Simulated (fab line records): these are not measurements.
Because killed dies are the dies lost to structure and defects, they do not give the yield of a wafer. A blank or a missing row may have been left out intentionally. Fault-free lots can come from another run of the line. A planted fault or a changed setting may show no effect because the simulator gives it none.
What tool caused it? || flow n5 finfet || Sampling: 24 lots, 72 wafers, 6 of 1938 route steps

WHAT EACH GAUGE READ, for each wafer
N5_BEOL_M8_CD_MEAS_11 targets a cd of 38.5 nm.
{"lot": "L074", "measured": "day 8 22:37", "on": "cd sem-02", "cd nm (nm)": "38.4 39.9 39.1"}
{"lot": "L075", "measured": "day 9 06:06", "on": "cd sem-03", "cd nm (nm)": "40.0 39.5 39.6"}
{"lot": "L077", "measured": "day 9 13:53", "on": "cd sem-03", "cd nm (nm)": "40.1 39.5 39.5"}
{"lot": "L076", "measured": "day 9 19:04", "on": "cd sem-02", "cd nm (nm)": "39.4 37.8 38.7"}
{"lot": "L078", "measured": "day 9 17:20", "on": "cd sem-03", "cd nm (nm)": "38.9 38.9 39.1"}
{"lot": "L080", "measured": "day 10 01:25", "on": "cd sem-01", "cd nm (nm)": "39.1 39.6 38.6"}
{"lot": "L079", "measured": "day 10 09:55", "on": "cd sem-02", "cd nm (nm)": "39.3 39.0 38.1"}
{"lot": "L081", "measured": "day 11 04:34", "on": "cd sem-02", "cd nm (nm)": "38.9 38.8 39.9"}
{"lot": "L082", "measured": "day 11 03:05", "on": "cd sem-02", "cd nm (nm)": "38.3 37.9 38.9"}
{"lot": "L083", "measured": "day 11 09:25", "on": "cd sem-01", "cd nm (nm)": "38.3 39.5 39.3"}
{"lot": "L084", "measured": "day 11 21:16", "on": "cd sem-02", "cd nm (nm)": "39.4 39.6 38.7"}
{"lot": "L085", "measured": "day 11 22:54", "on": "cd sem-01", "cd nm (nm)": "38.6 39.2 39.1"}
{"lot": "L086", "measured": "day 12 00:25", "on": "cd sem-02", "cd nm (nm)": "37.5 38.7 38.2"}
{"lot": "L087", "measured": "day 12 12:20", "on": "cd sem-02", "cd nm (nm)": "37.9 39.0 39.2"}
{"lot": "L089", "measured": "day 12 13:13", "on": "cd sem-01", "cd nm (nm)": "39.2 38.6 38.6"}
{"lot": "L088", "measured": "day 12 20:47", "on": "cd sem-03", "cd nm (nm)": "38.2 38.8 37.8"}
{"lot": "L090", "measured": "day 13 04:41", "on": "cd sem-01", "cd nm (nm)": "38.8 38.3 38.8"}
{"lot": "L091", "measured": "day 13 05:01", "on": "cd sem-01", "cd nm (nm)": "39.0 39.6 38.1"}
{"lot": "L092", "measured": "day 13 22:40", "on": "cd sem-01", "cd nm (nm)": "38.9 38.2 38.0"}
{"lot": "L093", "measured": "day 13 23:04", "on": "cd sem-01", "cd nm (nm)": "38.6 39.5 39.2"}
{"lot": "L094", "measured": "day 14 02:50", "on": "cd sem-03", "cd nm (nm)": "39.1 39.1 39.0"}
{"lot": "L095", "measured": "day 14 20:43", "on": "cd sem-03", "cd nm (nm)": "37.6 38.1 38.2"}
{"lot": "L096", "measured": "day 14 23:22", "on": "cd sem-01", "cd nm (nm)": "39.1 39.1 39.5"}
{"lot": "L097", "measured": "day 14 23:37", "on": "cd sem-01", "cd nm (nm)": "37.8 39.1 39.7"}

WHICH TOOL RAN EACH LOT (tool, then ch and the chambers of the sampled wafers, then the start)
{"lot": "L074", "N5_BEOL_M6_SURFACE_TREAT_79": "pvd sputter-03, day 8 11:47", "N5_BEOL_M6_SPUTTER_48": "pvd sputter-03, day 8 12:04", "N5_BEOL_M6_CMP_52": "cmp-01 ch 0,1,2, day 8 13:48", "N5_BEOL_M7_PECVD_70": "pecvd-03 ch 1,2, day 8 14:52", "N5_BEOL_M7_SURFACE_TREAT_79": "pvd sputter-02, day 8 19:10"}
{"lot": "L075", "N5_BEOL_M6_SURFACE_TREAT_79": "pvd sputter-02, day 8 17:22", "N5_BEOL_M6_SPUTTER_48": "pvd sputter-02, day 8 17:52", "N5_BEOL_M6_CMP_52": "cmp-01 ch 0,1, day 8 18:25", "N5_BEOL_M7_PECVD_70": "pecvd-02 ch 1,2, day 8 19:39", "N5_BEOL_M7_SURFACE_TREAT_79": "pvd sputter-03, day 9 01:30"}
{"lot": "L077", "N5_BEOL_M6_SURFACE_TREAT_79": "pvd sputter-01, day 9 02:01", "N5_BEOL_M6_SPUTTER_48": "pvd sputter-01, day 9 02:25", "N5_BEOL_M6_CMP_52": "cmp-02 ch 0,1,3, day 9 03:28", "N5_BEOL_M7_PECVD_70": "pecvd-02 ch 0,2, day 9 05:40", "N5_BEOL_M7_SURFACE_TREAT_79": "pvd sputter-01, day 9 10:14"}
{"lot": "L076", "N5_BEOL_M6_SURFACE_TREAT_79": "pvd sputter-03, day 9 06:38", "N5_BEOL_M6_SPUTTER_48": "pvd sputter-01, day 9 06:52", "N5_BEOL_M6_CMP_52": "cmp-01 ch 0,1, day 9 07:25", "N5_BEOL_M7_PECVD_70": "pecvd-02 ch 0,1, day 9 08:47", "N5_BEOL_M7_SURFACE_TREAT_79": "pvd sputter-01, day 9 15:09"}
{"lot": "L078", "N5_BEOL_M6_SURFACE_TREAT_79": "pvd sputter-03, day 9 07:00", "N5_BEOL_M6_SPUTTER_48": "pvd sputter-03, day 9 07:11", "N5_BEOL_M6_CMP_52": "cmp-01 ch 1,3, day 9 07:43", "N5_BEOL_M7_PECVD_70": "pecvd-02 ch 0,1, day 9 09:07", "N5_BEOL_M7_SURFACE_TREAT_79": "pvd sputter-02, day 9 14:15"}
{"lot": "L080", "N5_BEOL_M6_SURFACE_TREAT_79": "pvd sputter-01, day 9 15:07", "N5_BEOL_M6_SPUTTER_48": "pvd sputter-02, day 9 15:17", "N5_BEOL_M6_CMP_52": "cmp-01 ch 0,1,3, day 9 15:55", "N5_BEOL_M7_PECVD_70": "pecvd-02 ch 1,2, day 9 16:59", "N5_BEOL_M7_SURFACE_TREAT_79": "pvd sputter-03, day 9 22:22"}
{"lot": "L079", "N5_BEOL_M6_SURFACE_TREAT_79": "pvd sputter-02, day 9 21:51", "N5_BEOL_M6_SPUTTER_48": "pvd sputter-01, day 9 22:07", "N5_BEOL_M6_CMP_52": "cmp-02 ch 0,2,3, day 9 22:37", "N5_BEOL_M7_PECVD_70": "pecvd-04 ch 0,2, day 10 01:23", "N5_BEOL_M7_SURFACE_TREAT_79": "pvd sputter-01, day 10 05:45"}
{"lot": "L081", "N5_BEOL_M6_SURFACE_TREAT_79": "pvd sputter-01, day 10 15:05", "N5_BEOL_M6_SPUTTER_48": "pvd sputter-01, day 10 15:20", "N5_BEOL_M6_CMP_52": "cmp-02 ch 0,1,2, day 10 17:01", "N5_BEOL_M7_PECVD_70": "pecvd-03 ch 1,2, day 10 18:07", "N5_BEOL_M7_SURFACE_TREAT_79": "pvd sputter-01, day 10 23:39"}
{"lot": "L082", "N5_BEOL_M6_SURFACE_TREAT_79": "pvd sputter-01, day 10 15:10", "N5_BEOL_M6_SPUTTER_48": "pvd sputter-01, day 10 15:52", "N5_BEOL_M6_CMP_52": "cmp-02 ch 0,1,3, day 10 17:14", "N5_BEOL_M7_PECVD_70": "pecvd-03 ch 1,2, day 10 18:32", "N5_BEOL_M7_SURFACE_TREAT_79": "pvd sputter-02, day 10 23:30"}
{"lot": "L083", "N5_BEOL_M6_SURFACE_TREAT_79": "pvd sputter-03, day 10 22:04", "N5_BEOL_M6_SPUTTER_48": "pvd sputter-03, day 10 22:15", "N5_BEOL_M6_CMP_52": "cmp-02 ch 0,2,3, day 10 22:53", "N5_BEOL_M7_PECVD_70": "pecvd-04 ch 0,2, day 10 23:57", "N5_BEOL_M7_SURFACE_TREAT_79": "pvd sputter-02, day 11 04:59"}
{"lot": "L084", "N5_BEOL_M6_SURFACE_TREAT_79": "pvd sputter-03, day 11 08:41", "N5_BEOL_M6_SPUTTER_48": "pvd sputter-02, day 11 08:53", "N5_BEOL_M6_CMP_52": "cmp-03 ch 0,2,3, day 11 09:49", "N5_BEOL_M7_PECVD_70": "pecvd-03 ch 0,1,2, day 11 11:09", "N5_BEOL_M7_SURFACE_TREAT_79": "pvd sputter-01, day 11 17:37"}
{"lot": "L085", "N5_BEOL_M6_SURFACE_TREAT_79": "pvd sputter-01, day 11 08:57", "N5_BEOL_M6_SPUTTER_48": "pvd sputter-03, day 11 09:21", "N5_BEOL_M6_CMP_52": "cmp-03 ch 0,3, day 11 10:37", "N5_BEOL_M7_PECVD_70": "pecvd-02 ch 0,1,2, day 11 12:13", "N5_BEOL_M7_SURFACE_TREAT_79": "pvd sputter-02, day 11 18:23"}
{"lot": "L086", "N5_BEOL_M6_SURFACE_TREAT_79": "pvd sputter-02, day 11 15:54", "N5_BEOL_M6_SPUTTER_48": "pvd sputter-02, day 11 16:10", "N5_BEOL_M6_CMP_52": "cmp-02 ch 0,2,3, day 11 17:20", "N5_BEOL_M7_PECVD_70": "pecvd-04 ch 0,1, day 11 18:21", "N5_BEOL_M7_SURFACE_TREAT_79": "pvd sputter-03, day 11 21:56"}
{"lot": "L087", "N5_BEOL_M6_SURFACE_TREAT_79": "pvd sputter-01, day 11 22:24", "N5_BEOL_M6_SPUTTER_48": "pvd sputter-03, day 11 22:40", "N5_BEOL_M6_CMP_52": "cmp-01 ch 0,2,3, day 11 23:19", "N5_BEOL_M7_PECVD_70": "pecvd-04 ch 0,1, day 12 00:29", "N5_BEOL_M7_SURFACE_TREAT_79": "pvd sputter-02, day 12 06:31"}
{"lot": "L089", "N5_BEOL_M6_SURFACE_TREAT_79": "pvd sputter-03, day 12 01:43", "N5_BEOL_M6_SPUTTER_48": "pvd sputter-03, day 12 02:00", "N5_BEOL_M6_CMP_52": "cmp-03 ch 0,1,2, day 12 02:35", "N5_BEOL_M7_PECVD_70": "pecvd-03 ch 1,2, day 12 04:05", "N5_BEOL_M7_SURFACE_TREAT_79": "pvd sputter-01, day 12 09:58"}
{"lot": "L088", "N5_BEOL_M6_SURFACE_TREAT_79": "pvd sputter-03, day 12 09:43", "N5_BEOL_M6_SPUTTER_48": "pvd sputter-03, day 12 10:12", "N5_BEOL_M6_CMP_52": "cmp-03 ch 0,2,3, day 12 10:50", "N5_BEOL_M7_PECVD_70": "pecvd-04 ch 0,1,2, day 12 12:10", "N5_BEOL_M7_SURFACE_TREAT_79": "pvd sputter-03, day 12 17:47"}
{"lot": "L090", "N5_BEOL_M6_SURFACE_TREAT_79": "pvd sputter-02, day 12 16:37", "N5_BEOL_M6_SPUTTER_48": "pvd sputter-02, day 12 17:15", "N5_BEOL_M6_CMP_52": "cmp-02 ch 0,1, day 12 17:55", "N5_BEOL_M7_PECVD_70": "pecvd-04 ch 1,2, day 12 18:59", "N5_BEOL_M7_SURFACE_TREAT_79": "pvd sputter-02, day 13 00:13"}
{"lot": "L091", "N5_BEOL_M6_SURFACE_TREAT_79": "pvd sputter-03, day 12 17:55", "N5_BEOL_M6_SPUTTER_48": "pvd sputter-01, day 12 18:07", "N5_BEOL_M6_CMP_52": "cmp-03 ch 0,1,3, day 12 18:52", "N5_BEOL_M7_PECVD_70": "pecvd-03 ch 0,1,2, day 12 19:52", "N5_BEOL_M7_SURFACE_TREAT_79": "pvd sputter-02, day 13 00:58"}
{"lot": "L092", "N5_BEOL_M6_SURFACE_TREAT_79": "pvd sputter-02, day 13 10:57", "N5_BEOL_M6_SPUTTER_48": "pvd sputter-03, day 13 11:10", "N5_BEOL_M6_CMP_52": "cmp-01 ch 0,1,3, day 13 11:44", "N5_BEOL_M7_PECVD_70": "pecvd-04 ch 0,1, day 13 12:50", "N5_BEOL_M7_SURFACE_TREAT_79": "pvd sputter-01, day 13 18:32"}
{"lot": "L093", "N5_BEOL_M6_SURFACE_TREAT_79": "pvd sputter-01, day 13 11:56", "N5_BEOL_M6_SPUTTER_48": "pvd sputter-03, day 13 13:49", "N5_BEOL_M6_CMP_52": "cmp-03 ch 1,2, day 13 14:22", "N5_BEOL_M7_PECVD_70": "pecvd-02 ch 0,2, day 13 15:28", "N5_BEOL_M7_SURFACE_TREAT_79": "pvd sputter-01, day 13 19:29"}
{"lot": "L094", "N5_BEOL_M6_SURFACE_TREAT_79": "pvd sputter-02, day 13 15:33", "N5_BEOL_M6_SPUTTER_48": "pvd sputter-03, day 13 15:53", "N5_BEOL_M6_CMP_52": "cmp-01 ch 0,1, day 13 16:25", "N5_BEOL_M7_PECVD_70": "pecvd-02 ch 0,1, day 13 17:32", "N5_BEOL_M7_SURFACE_TREAT_79": "pvd sputter-03, day 13 23:12"}
{"lot": "L095", "N5_BEOL_M6_SURFACE_TREAT_79": "pvd sputter-03, day 14 10:13", "N5_BEOL_M6_SPUTTER_48": "pvd sputter-01, day 14 10:49", "N5_BEOL_M6_CMP_52": "cmp-03 ch 0,1, day 14 11:54", "N5_BEOL_M7_PECVD_70": "pecvd-04 ch 0,1,2, day 14 12:59", "N5_BEOL_M7_SURFACE_TREAT_79": "pvd sputter-02, day 14 17:53"}
{"lot": "L096", "N5_BEOL_M6_SURFACE_TREAT_79": "pvd sputter-01, day 14 10:53", "N5_BEOL_M6_SPUTTER_48": "pvd sputter-01, day 14 11:43", "N5_BEOL_M6_CMP_52": "cmp-01 ch 1,2,3, day 14 12:20", "N5_BEOL_M7_PECVD_70": "pecvd-03 ch 0,1,2, day 14 13:19", "N5_BEOL_M7_SURFACE_TREAT_79": "pvd sputter-01, day 14 19:04"}
{"lot": "L097", "N5_BEOL_M6_SURFACE_TREAT_79": "pvd sputter-01, day 14 12:53", "N5_BEOL_M6_SPUTTER_48": "pvd sputter-03, day 14 13:09", "N5_BEOL_M6_CMP_52": "cmp-02 ch 0,1,2, day 14 13:49", "N5_BEOL_M7_PECVD_70": "pecvd-03 ch 0,2, day 14 14:56", "N5_BEOL_M7_SURFACE_TREAT_79": "pvd sputter-02, day 14 19:55"}
- N5_BEOL_M6_SURFACE_TREAT_79
- N5_BEOL_M6_SPUTTER_48: material Cu, target thk 10 nm, time 1.667 s.
- N5_BEOL_M6_CMP_52: polishes, stops on SiCOH lowk, t overpolish 6.9 s, target thk 80 nm.
- N5_BEOL_M7_PECVD_70: deposits SiO2 from TEOS/O2, target thk 20 nm, time 22.7 s.
- N5_BEOL_M7_SURFACE_TREAT_79

WHAT THE TOOLS THEMSELVES READ (means of the sampled wafers that have a number; where no wafer has one, the mark that the record gives instead)
N5_BEOL_M6_SPUTTER_48.
{"lot": "L074", "tool": "pvd sputter-03", "throttle valve pct (%)": 29.8}
{"lot": "L075", "tool": "pvd sputter-02", "throttle valve pct (%)": 30.7}
{"lot": "L077", "tool": "pvd sputter-01", "throttle valve pct (%)": 29.8}
{"lot": "L076", "tool": "pvd sputter-01", "throttle valve pct (%)": 29.7}
{"lot": "L078", "tool": "pvd sputter-03", "throttle valve pct (%)": 29.5}
{"lot": "L080", "tool": "pvd sputter-02", "throttle valve pct (%)": 30.3}
{"lot": "L079", "tool": "pvd sputter-01", "throttle valve pct (%)": 29.2}
{"lot": "L081", "tool": "pvd sputter-01", "throttle valve pct (%)": 29.7}
{"lot": "L082", "tool": "pvd sputter-01", "throttle valve pct (%)": 30.5}
{"lot": "L083", "tool": "pvd sputter-03", "throttle valve pct (%)": 29.5}
{"lot": "L084", "tool": "pvd sputter-02", "throttle valve pct (%)": 30.7}
{"lot": "L085", "tool": "pvd sputter-03", "throttle valve pct (%)": 29.8}
{"lot": "L086", "tool": "pvd sputter-02", "throttle valve pct (%)": 31.0}
{"lot": "L087", "tool": "pvd sputter-03", "throttle valve pct (%)": 29.9}
{"lot": "L089", "tool": "pvd sputter-03", "throttle valve pct (%)": 29.1}
{"lot": "L088", "tool": "pvd sputter-03", "throttle valve pct (%)": 30.1}
{"lot": "L090", "tool": "pvd sputter-02", "throttle valve pct (%)": 30.2}
{"lot": "L091", "tool": "pvd sputter-01", "throttle valve pct (%)": 29.7}
{"lot": "L092", "tool": "pvd sputter-03", "throttle valve pct (%)": 30.3}
{"lot": "L093", "tool": "pvd sputter-03", "throttle valve pct (%)": 29.6}
{"lot": "L094", "tool": "pvd sputter-03", "throttle valve pct (%)": 29.5}
{"lot": "L095", "tool": "pvd sputter-01", "throttle valve pct (%)": 29.8}
{"lot": "L096", "tool": "pvd sputter-01", "throttle valve pct (%)": 30.8}
{"lot": "L097", "tool": "pvd sputter-03", "throttle valve pct (%)": 29.9}

N5_BEOL_M6_CMP_52.
{"lot": "L074", "tool": "cmp-01", "barrier field endpoint s (s)": 30.2, "motor current A (A)": 6.2, "overpolish run s (s)": 6.892, "pad life wafers": 1100, "time to endpoint s (s)": 68}
{"lot": "L075", "tool": "cmp-01", "barrier field endpoint s (s)": 29.1, "motor current A (A)": 6.4, "overpolish run s (s)": 6.901, "pad life wafers": 1136, "time to endpoint s (s)": 61}
{"lot": "L077", "tool": "cmp-02", "barrier field endpoint s (s)": 28.9, "motor current A (A)": 6.4, "overpolish run s (s)": 6.897, "pad life wafers": 1465, "time to endpoint s (s)": 62}
{"lot": "L076", "tool": "cmp-01", "barrier field endpoint s (s)": 30.1, "motor current A (A)": 6.8, "overpolish run s (s)": 6.903, "pad life wafers": 1237, "time to endpoint s (s)": 70}
{"lot": "L078", "tool": "cmp-01", "barrier field endpoint s (s)": 30.0, "motor current A (A)": 6.7, "overpolish run s (s)": 6.907, "pad life wafers": 1243, "time to endpoint s (s)": 69}
{"lot": "L080", "tool": "cmp-01", "barrier field endpoint s (s)": 29.3, "motor current A (A)": 6.4, "overpolish run s (s)": 6.908, "pad life wafers": 1340, "time to endpoint s (s)": 64}
{"lot": "L079", "tool": "cmp-02", "barrier field endpoint s (s)": 28.7, "motor current A (A)": 6.1, "overpolish run s (s)": 6.899, "pad life wafers": 1646, "time to endpoint s (s)": 61}
{"lot": "L081", "tool": "cmp-02", "barrier field endpoint s (s)": 29.0, "motor current A (A)": 6.3, "overpolish run s (s)": 6.898, "pad life wafers": 1765, "time to endpoint s (s)": 63}
{"lot": "L082", "tool": "cmp-02", "barrier field endpoint s (s)": 28.9, "motor current A (A)": 6.3, "overpolish run s (s)": 6.905, "pad life wafers": 1772, "time to endpoint s (s)": 62}
{"lot": "L083", "tool": "cmp-02", "barrier field endpoint s (s)": 28.6, "motor current A (A)": 6.1, "overpolish run s (s)": 6.896, "pad life wafers": 1809, "time to endpoint s (s)": 62}
{"lot": "L084", "tool": "cmp-03", "barrier field endpoint s (s)": 29.0, "motor current A (A)": 5.8, "overpolish run s (s)": 6.901, "pad life wafers": 386, "time to endpoint s (s)": 61}
{"lot": "L085", "tool": "cmp-03", "barrier field endpoint s (s)": 29.2, "motor current A (A)": 6.0, "overpolish run s (s)": 6.896, "pad life wafers": 398, "time to endpoint s (s)": 63}
{"lot": "L086", "tool": "cmp-02", "barrier field endpoint s (s)": 29.1, "motor current A (A)": 6.1, "overpolish run s (s)": 6.899, "pad life wafers": 1952, "time to endpoint s (s)": 63}
{"lot": "L087", "tool": "cmp-01", "barrier field endpoint s (s)": 29.5, "motor current A (A)": 5.8, "overpolish run s (s)": 6.899, "pad life wafers": 1760, "time to endpoint s (s)": 63}
{"lot": "L089", "tool": "cmp-03", "barrier field endpoint s (s)": 29.6, "motor current A (A)": 6.1, "overpolish run s (s)": 6.914, "pad life wafers": 530, "time to endpoint s (s)": 63}
{"lot": "L088", "tool": "cmp-03", "barrier field endpoint s (s)": 30.2, "motor current A (A)": 5.6, "overpolish run s (s)": 6.896, "pad life wafers": 602, "time to endpoint s (s)": 63}
{"lot": "L090", "tool": "cmp-02", "barrier field endpoint s (s)": 29.7, "motor current A (A)": 6.2, "overpolish run s (s)": 6.905, "pad life wafers": 7, "time to endpoint s (s)": 67}
{"lot": "L091", "tool": "cmp-03", "barrier field endpoint s (s)": 29.3, "motor current A (A)": 6.5, "overpolish run s (s)": 6.897, "pad life wafers": 669, "time to endpoint s (s)": 65}
{"lot": "L092", "tool": "cmp-01", "barrier field endpoint s (s)": 29.1, "motor current A (A)": 6.3, "overpolish run s (s)": 6.902, "pad life wafers": 2072, "time to endpoint s (s)": 62}
{"lot": "L093", "tool": "cmp-03", "barrier field endpoint s (s)": 28.3, "motor current A (A)": 6.6, "overpolish run s (s)": 6.898, "pad life wafers": 846, "time to endpoint s (s)": 58}
{"lot": "L094", "tool": "cmp-01", "barrier field endpoint s (s)": 28.9, "motor current A (A)": 6.7, "overpolish run s (s)": 6.905, "pad life wafers": 2, "time to endpoint s (s)": 67}
{"lot": "L095", "tool": "cmp-03", "barrier field endpoint s (s)": 28.8, "motor current A (A)": 6.7, "overpolish run s (s)": 6.905, "pad life wafers": 1022, "time to endpoint s (s)": 64}
{"lot": "L096", "tool": "cmp-01", "barrier field endpoint s (s)": 30.6, "motor current A (A)": 6.2, "overpolish run s (s)": 6.904, "pad life wafers": 141, "time to endpoint s (s)": 70}
{"lot": "L097", "tool": "cmp-02", "barrier field endpoint s (s)": 29.0, "motor current A (A)": 6.3, "overpolish run s (s)": 6.899, "pad life wafers": 398, "time to endpoint s (s)": 65}

N5_BEOL_M7_PECVD_70.
{"lot": "L074", "tool": "pecvd-03", "heater power w (W)": 639, "showerhead plenum p Torr (Torr)": 8.79, "throttle valve pct (%)": 22.4}
{"lot": "L075", "tool": "pecvd-02", "heater power w (W)": 779, "showerhead plenum p Torr (Torr)": 8.77, "throttle valve pct (%)": 23.0}
{"lot": "L077", "tool": "pecvd-02", "heater power w (W)": 710, "showerhead plenum p Torr (Torr)": 8.80, "throttle valve pct (%)": 24.7}
{"lot": "L076", "tool": "pecvd-02", "heater power w (W)": 758, "showerhead plenum p Torr (Torr)": 8.78, "throttle valve pct (%)": 24.8}
{"lot": "L078", "tool": "pecvd-02", "heater power w (W)": 742, "showerhead plenum p Torr (Torr)": 8.77, "throttle valve pct (%)": 24.8}
{"lot": "L080", "tool": "pecvd-02", "heater power w (W)": 782, "showerhead plenum p Torr (Torr)": 8.76, "throttle valve pct (%)": 23.0}
{"lot": "L079", "tool": "pecvd-04", "heater power w (W)": 791, "showerhead plenum p Torr (Torr)": 8.80, "throttle valve pct (%)": 21.0}
{"lot": "L081", "tool": "pecvd-03", "heater power w (W)": 574, "showerhead plenum p Torr (Torr)": 8.75, "throttle valve pct (%)": 23.8}
{"lot": "L082", "tool": "pecvd-03", "heater power w (W)": 604, "showerhead plenum p Torr (Torr)": 8.76, "throttle valve pct (%)": 23.5}
{"lot": "L083", "tool": "pecvd-04", "heater power w (W)": 696, "showerhead plenum p Torr (Torr)": 8.81, "throttle valve pct (%)": 21.0}
{"lot": "L084", "tool": "pecvd-03", "heater power w (W)": 656, "showerhead plenum p Torr (Torr)": 8.77, "throttle valve pct (%)": 22.9}
{"lot": "L085", "tool": "pecvd-02", "heater power w (W)": 794, "showerhead plenum p Torr (Torr)": 8.77, "throttle valve pct (%)": 24.0}
{"lot": "L086", "tool": "pecvd-04", "heater power w (W)": 685, "showerhead plenum p Torr (Torr)": 8.72, "throttle valve pct (%)": 22.2}
{"lot": "L087", "tool": "pecvd-04", "heater power w (W)": 712, "showerhead plenum p Torr (Torr)": 8.74, "throttle valve pct (%)": 21.6}
{"lot": "L089", "tool": "pecvd-03", "heater power w (W)": 624, "showerhead plenum p Torr (Torr)": 8.74, "throttle valve pct (%)": 23.8}
{"lot": "L088", "tool": "pecvd-04", "heater power w (W)": 696, "showerhead plenum p Torr (Torr)": 8.77, "throttle valve pct (%)": 21.6}
{"lot": "L090", "tool": "pecvd-04", "heater power w (W)": 594, "showerhead plenum p Torr (Torr)": 8.74, "throttle valve pct (%)": 22.3}
{"lot": "L091", "tool": "pecvd-03", "heater power w (W)": 630, "showerhead plenum p Torr (Torr)": 8.77, "throttle valve pct (%)": 23.0}
{"lot": "L092", "tool": "pecvd-04", "heater power w (W)": 644, "showerhead plenum p Torr (Torr)": 8.72, "throttle valve pct (%)": 22.1}
{"lot": "L093", "tool": "pecvd-02", "heater power w (W)": 787, "showerhead plenum p Torr (Torr)": 8.78, "throttle valve pct (%)": 24.8}
{"lot": "L094", "tool": "pecvd-02", "heater power w (W)": 742, "showerhead plenum p Torr (Torr)": 8.80, "throttle valve pct (%)": 24.7}
{"lot": "L095", "tool": "pecvd-04", "heater power w (W)": 688, "showerhead plenum p Torr (Torr)": 8.78, "throttle valve pct (%)": 21.7}
{"lot": "L096", "tool": "pecvd-03", "heater power w (W)": 616, "showerhead plenum p Torr (Torr)": 8.77, "throttle valve pct (%)": 23.0}
{"lot": "L097", "tool": "pecvd-03", "heater power w (W)": 635, "showerhead plenum p Torr (Torr)": 8.80, "throttle valve pct (%)": 22.0}

THE ANSWER, worked out from the rows above alone
Rule: the usual values come from the lots themselves. The widest of any qualifying gaps counts: lots, ordered by their means at a reading, are off when they make up no more than a third of the lots, leave a main group of 4 or more, and stand apart from it by 3 or more times the standard deviation of that group's means. A main group is skipped when, at the precision printed for the reading in the tables above, its means are all equal. A lot without any number at a reading at which 4 lots or more have one is off too. Any other lot the step has rows for is counted as sound. Order of review: gauges by route order, followed by the tools' own readings, for which a lot's mean as printed above is used. At the first step where some lot is off, the reading lying furthest off is the one used; lots without a number count as furthest.
Across all readings shown, no lot is off: no conclusion can be drawn from this.

WHAT THE SIMULATOR HAD PUT IN
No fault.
